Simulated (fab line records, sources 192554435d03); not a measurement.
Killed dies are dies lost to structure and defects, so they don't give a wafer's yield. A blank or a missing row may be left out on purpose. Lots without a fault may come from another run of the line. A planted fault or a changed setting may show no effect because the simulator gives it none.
Which tool did it? | flow n5_finfet | 9 lots, 27 wafers sampled, at 6 steps of a route of 1938

WHAT THE GAUGES READ, wafer by wafer
N5_PMOS_HMC_CHANNEL_EPI_OVL_MEAS_10.
lot  | measured    | on         | PMOS_HMC_BLK_OVL (nm)
L819 | day 1 23:35 | overlay-02 | 0.5 0.0 1.1
L820 | day 2 05:32 | overlay-01 | 0.1 0.9 0.0
L824 | day 3 05:08 | overlay-02 | 0.6 0.8 0.5
L825 | day 3 11:26 | overlay-02 | -0.8 0.1 -0.3
L832 | day 5 05:27 | overlay-02 | -0.9 -1.2 -0.4
L833 | day 5 11:34 | overlay-01 | -0.8 -1.2 0.0
L834 | day 5 17:31 | overlay-01 | 0.0 0.2 0.0
L835 | day 5 23:38 | overlay-02 | 0.5 -0.9 0.9
L840 | day 7 05:56 | overlay-02 | -0.5 -0.9 0.1

N5_PMOS_HMC_CHANNEL_EPI_THK_MEAS_22.
lot  | measured    | on            | HMC_CMP_THK (nm)
L819 | day 2 02:01 | film_metro-01 | 53.7 54.5 54.6
L820 | day 2 07:59 | film_metro-02 | 53.5 53.3 54.6
L824 | day 3 07:28 | film_metro-02 | 55.0 54.5 54.6
L825 | day 3 13:46 | film_metro-02 | 54.3 52.8 53.9
L832 | day 5 08:12 | film_metro-01 | 55.1 54.4 54.3
L833 | day 5 14:37 | film_metro-02 | 53.6 51.1 51.0
L834 | day 5 20:17 | film_metro-02 | 54.4 54.5 53.0
L835 | day 6 02:26 | film_metro-01 | 54.4 50.5 49.5
L840 | day 7 08:17 | film_metro-02 | 54.8 55.5 54.3

N5_BEOL_M4_RC_MEAS_101.
lot  | measured     | on        | CJ_P           | DIBL_N (mV/V)  | DIBL_P (mV/V)  | IOFF_N (nA/um)    | IOFF_P (nA/um)    | ION_N (uA/um) | ION_P (uA/um) | SS_N (mV/dec)  | SS_P (mV/dec)  | VT_N (mV)         | VT_P (mV)
L819 | day 9 18:11  | prober-01 | 5.96 5.74 5.73 | 37.5 37.8 35.0 | 38.2 39.5 35.7 | 0.185 0.200 0.143 | 0.238 0.248 0.190 | 676 675 670   | 460 459 463   | 71.3 73.1 71.3 | 74.3 74.2 73.0 | 247.9 245.3 250.0 | -248.6 -248.1 -251.1
L820 | day 10 12:52 | prober-01 | 5.94 6.05 5.73 | 35.6 34.9 35.7 | 36.9 35.4 35.9 | 0.152 0.134 0.153 | 0.178 0.170 0.178 | 669 670 671   | 451 456 455   | 71.1 71.3 72.0 | 73.6 73.3 73.3 | 248.7 249.2 251.5 | -253.7 -252.4 -253.4
L824 | day 11 17:12 | prober-01 | 5.49 5.65 5.53 | 38.0 37.0 37.8 | 36.8 36.1 36.5 | 0.165 0.151 0.166 | 0.207 0.196 0.200 | 667 676 680   | 454 456 455   | 71.7 70.8 71.3 | 73.4 72.4 73.5 | 248.1 249.1 249.3 | -253.2 -252.9 -253.1
L825 | day 13 01:34 | prober-02 | 5.80 6.04 5.83 | 36.7 37.7 36.1 | 37.0 37.7 34.9 | 0.177 0.182 0.156 | 0.217 0.223 0.183 | 689 677 670   | 466 459 456   | 71.6 72.3 71.0 | 74.0 73.2 73.2 | 250.4 245.9 249.7 | -248.3 -247.1 -251.6
L832 | day 15 19:02 | prober-02 | 5.67 5.83 5.77 | 36.0 34.5 36.7 | 35.6 33.9 36.1 | 0.151 0.128 0.169 | 0.238 0.210 0.253 | 667 662 682   | 468 464 467   | 71.7 70.8 71.6 | 73.2 72.8 72.9 | 248.3 253.7 245.5 | -246.1 -245.9 -243.8
L833 | day 17 07:19 | prober-01 | 5.92 6.26 6.23 | 35.9 34.9 35.3 | 36.9 35.8 36.1 | 0.156 0.146 0.161 | 0.221 0.197 0.211 | 670 679 665   | 460 466 462   | 70.8 71.2 71.5 | 73.5 72.9 72.7 | 250.6 247.6 248.6 | -248.0 -249.9 -246.7
L834 | day 15 15:35 | prober-01 | 5.55 5.73 5.80 | 35.4 35.7 34.8 | 36.2 37.6 35.6 | 0.143 0.146 0.134 | 0.196 0.219 0.186 | 665 669 658   | 461 463 454   | 71.9 71.4 72.3 | 73.2 73.5 73.0 | 253.8 252.3 252.1 | -252.5 -248.9 -251.9
L835 | day 16 16:17 | prober-01 | 5.74 6.35 6.54 | 36.3 36.7 35.7 | 36.6 36.5 35.7 | 0.168 0.178 0.158 | 0.226 0.225 0.215 | 687 688 690   | 470 470 470   | 71.9 71.6 71.9 | 73.7 74.0 73.8 | 247.1 243.7 247.6 | -248.9 -247.3 -247.3
L840 | day 17 17:07 | prober-01 | 5.69 5.47 5.57 | 35.6 36.3 36.0 | 35.2 34.7 35.2 | 0.158 0.159 0.158 | 0.210 0.200 0.205 | 682 666 675   | 464 459 458   | 72.1 72.0 71.3 | 73.3 73.4 73.0 | 248.2 249.2 249.8 | -248.4 -250.9 -249.2

WHICH TOOL RAN EACH LOT (tool, then ch and the chambers of the sampled wafers, then the start)
lot  | N5_PMOS_HMC_CHANNEL_EPI_HM_OPEN_15 | N5_PMOS_HMC_CHANNEL_EPI_FIN_RECESS_16 | N5_PMOS_HMC_CHANNEL_EPI_EPI_26
L819 | rie_diel-06 ch 0,3, day 1 23:50    | rie_si-06 ch 0,1, day 2 00:13         | epi_rpcvd-02 ch 0, day 2 02:11
L820 | rie_diel-01 ch 0,1,2, day 2 05:41  | rie_si-06 ch 1,2, day 2 06:04         | epi_rpcvd-03 ch 0, day 2 08:18
L824 | rie_diel-06 ch 0,1, day 3 05:16    | rie_si-02 ch 2,3, day 3 05:40         | epi_rpcvd-01 ch 0, day 3 07:40
L825 | rie_diel-06 ch 0,1,2, day 3 11:34  | rie_si-04 ch 0,1,2, day 3 11:57       | epi_rpcvd-03 ch 0, day 3 13:52
L832 | rie_diel-03 ch 0,1, day 5 05:35    | rie_si-02 ch 1,2, day 5 06:00         | epi_rpcvd-01 ch 0, day 5 08:22
L833 | rie_diel-01 ch 0,1,2, day 5 12:00  | rie_si-06 ch 0,1,2, day 5 12:24       | epi_rpcvd-02 ch 0, day 5 14:43
L834 | rie_diel-06 ch 0,1,3, day 5 17:39  | rie_si-04 ch 1,2,3, day 5 18:03       | epi_rpcvd-03 ch 0, day 5 20:32
L835 | rie_diel-01 ch 0,1,3, day 5 23:46  | rie_si-06 ch 0,2,3, day 6 00:10       | epi_rpcvd-02 ch 0, day 6 02:32
L840 | rie_diel-03 ch 1,3, day 7 06:05    | rie_si-02 ch 0,2, day 7 06:28         | epi_rpcvd-01 ch 0, day 7 08:29
- N5_PMOS_HMC_CHANNEL_EPI_HM_OPEN_15: chemistry CHF3/O2, target SiO2, target depth 40.6 nm, time 20.3 s.
- N5_PMOS_HMC_CHANNEL_EPI_FIN_RECESS_16: chemistry HBr/Cl2, target Si, target depth 54 nm, time 18 s.
- N5_PMOS_HMC_CHANNEL_EPI_EPI_26: deposits Si from SiH4/H2, target thk 3.8 nm, time 22.7 s.

WHAT THE TOOLS THEMSELVES READ (means of the sampled wafers that have a number; where no wafer has one, the mark that the record gives instead)
N5_PMOS_HMC_CHANNEL_EPI_HM_OPEN_15.
lot  | tool        | O2_flow_sccm (sccm) | drypump_motor_current_A (A) | oes_product_au (a.u.) | rf_vpp_V (V) | showerhead_plenum_p_Torr (Torr) | throttle_valve_pct (%)
L819 | rie_diel-06 | 5.003               | 6.0                         | 0.75                  | 520          | 2.38                            | 18.73
L820 | rie_diel-01 | 4.994               | 5.6                         | 0.78                  | 522          | 2.38                            | 19.10
L824 | rie_diel-06 | 5.004               | 6.4                         | 0.76                  | 523          | 2.47                            | 18.96
L825 | rie_diel-06 | 4.997               | 6.1                         | 0.78                  | 521          | 2.45                            | 18.95
L832 | rie_diel-03 | 5.000               | 5.7                         | 0.85                  | 530          | 2.41                            | 18.87
L833 | rie_diel-01 | 5.026               | 5.6                         | 0.76                  | 523          | 2.37                            | 19.14
L834 | rie_diel-06 | 4.996               | 6.2                         | 0.72                  | 518          | 2.40                            | 18.96
L835 | rie_diel-01 | 4.990               | 5.7                         | 0.78                  | 517          | 2.38                            | 19.02
L840 | rie_diel-03 | 5.013               | 5.5                         | 0.75                  | 526          | 2.43                            | 18.71

N5_PMOS_HMC_CHANNEL_EPI_FIN_RECESS_16.
lot  | tool      | HBr_flow_sccm (sccm) | drypump_motor_current_A (A) | oes_product_au (a.u.) | throttle_valve_pct (%)
L819 | rie_si-06 | 150.3                | 5.8                         | 0.984                 | 35.54
L820 | rie_si-06 | 149.6                | 6.1                         | 0.984                 | 35.20
L824 | rie_si-02 | 149.9                | 5.6                         | 1.012                 | 35.13
L825 | rie_si-04 | 150.0                | 5.5                         | 1.011                 | 35.21
L832 | rie_si-02 | 150.2                | 5.6                         | 1.027                 | 35.06
L833 | rie_si-06 | 149.5                | 6.0                         | 0.980                 | 35.31
L834 | rie_si-04 | 149.9                | 5.5                         | 1.016                 | 35.30
L835 | rie_si-06 | 150.0                | 5.9                         | 0.989                 | 35.32
L840 | rie_si-02 | 150.3                | 5.9                         | 1.012                 | 35.16

N5_PMOS_HMC_CHANNEL_EPI_EPI_26.
lot  | tool         | throttle_valve_pct (%)
L819 | epi_rpcvd-02 | 11.7
L820 | epi_rpcvd-03 | 11.1
L824 | epi_rpcvd-01 | 11.2
L825 | epi_rpcvd-03 | 11.2
L832 | epi_rpcvd-01 | 11.5
L833 | epi_rpcvd-02 | 11.8
L834 | epi_rpcvd-03 | 11.1
L835 | epi_rpcvd-02 | 11.7
L840 | epi_rpcvd-01 | 11.1

THE ANSWER, worked out from the rows above alone
Rule: what is usual is taken from the lots themselves. Put in order of their means at a reading, lots are off if they are a third of the lots or fewer, leave a main group of 4 or more, and stand apart from it by a gap of 3 or more times the standard deviation of the main group's means; of several such gaps the widest counts. A main group whose means are all the same, to the digits that the tables above print for the reading, isn't used. A lot without any number at a reading at which 4 lots or more have one is off too. The other lots that the step has rows for count as sound. The gauges are gone through in route order, then the tools' own readings, and for those a lot's mean is taken as printed above. The first step at which some lot is off is used, and at that step the reading that is off furthest; a lot without a number counts as furthest.
Off: L833, L835, at N5_PMOS_HMC_CHANNEL_EPI_THK_MEAS_22 (HMC_CMP_THK). The main group: mean 54.3 nm, standard deviation 0.44.
A tool fits if, at a process step before that reading, it ran every lot that is off, and no sound lot after the first of them. The gauges at N5_PMOS_HMC_CHANNEL_EPI_THK_MEAS_22 are tried like those tools. Can't be told from this: 2 tools fit, rie_diel-01 at N5_PMOS_HMC_CHANNEL_EPI_HM_OPEN_15, rie_si-06 at N5_PMOS_HMC_CHANNEL_EPI_FIN_RECESS_16.

WHAT THE SIMULATOR HAD PUT IN
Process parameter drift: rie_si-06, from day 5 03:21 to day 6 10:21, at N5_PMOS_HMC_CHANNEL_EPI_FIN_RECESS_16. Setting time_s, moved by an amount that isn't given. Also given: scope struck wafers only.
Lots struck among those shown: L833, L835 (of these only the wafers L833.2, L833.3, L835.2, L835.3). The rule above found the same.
